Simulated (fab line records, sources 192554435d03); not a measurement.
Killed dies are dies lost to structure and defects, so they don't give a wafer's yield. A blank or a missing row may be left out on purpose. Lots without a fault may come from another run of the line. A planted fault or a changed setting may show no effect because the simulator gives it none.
Chamber matching | flow n5_finfet | N5_MOL_CONTACT_COAG_ALD_131 on ald_sin-04: 3 sister chambers
The step deposits SiO2, target thk 5 nm, pulse time 1 s, co reactant pulse time 1 s. 16 wafers are shown with their chamber, then 7 later ones without.

WAFERS WITH THEIR CHAMBER
wafer  | chamber | heater_power_w (W) | heater_power_outer_w (W) | precursor_pulse_height_rel
L075.1 | 2       | 83                 | 44                       | 0.995
L075.4 | 0       | 87                 | 43                       | 1.003
L075.6 | 1       | 72                 | 39                       | 0.956
L083.4 | 0       | 87                 | 42                       | 0.968
L083.5 | 0       | 85                 | 43                       | 0.973
L083.6 | 1       | 72                 | 39                       | 0.994
L084.3 | 1       | 71                 | 38                       | 0.978
L084.4 | 0       | 86                 | 43                       | 0.995
L084.5 | 0       | 84                 | 43                       | 1.012
L085.2 | 2       | 80                 | 43                       | 1.006
L085.3 | 0       | 87                 | 43                       | 0.964
L085.5 | 1       | 71                 | 38                       | 1.016
L087.1 | 1       | 73                 | 39                       | 1.017
L087.3 | 2       | 81                 | 43                       | 0.982
L087.6 | 2       | 82                 | 44                       | 1.007
L088.2 | 0       | 88                 | 42                       | 1.011

SIGNATURES (means of the wafers above)
reading                    | chamber 0 | chamber 1 | chamber 2 | scatter within a chamber
heater_power_w             | 86.29     | 71.80     | 81.50     | 1.22
heater_power_outer_w       | 42.71     | 38.60     | 43.50     | 0.528
precursor_pulse_height_rel | 0.98943   | 0.99220   | 0.99750   | 0.0209
Rule: a wafer's distance from a chamber is the root of the sum, over the readings, of the square of ((its reading less the chamber's mean) divided by the reading's scatter). The wafer belongs to the nearest chamber; if the next one is less than 2 further off, it can't be placed. The scatter: the root of (the sum of the squares of (reading less its chamber's mean) over the shown wafers, divided by (wafers less chambers)).

WAFERS WITHOUT THEIR CHAMBER
wafer  | heater_power_w (W) | heater_power_outer_w (W) | precursor_pulse_height_rel
L088.4 | 72                 | 38                       | 0.977
L088.5 | 87                 | 44                       | 0.981
L090.1 | 73                 | 38                       | 1.034
L090.5 | 86                 | 43                       | 0.991
L091.3 | 81                 | 45                       | 1.038
L091.5 | 83                 | 44                       | 1.004
L091.6 | 71                 | 40                       | 0.979

WHICH CHAMBER EACH WENT THROUGH
wafer  | from the rows above | in truth
L088.4 | 1                   | 1
L088.5 | 0                   | 0
L090.1 | 1                   | 1
L090.5 | 0                   | 0
L091.3 | 2                   | 2
L091.5 | 2                   | 2
L091.6 | 1                   | 1
Placed correctly: 7 of 7. Can't be placed from these rows: 0. Placed wrongly: 0.
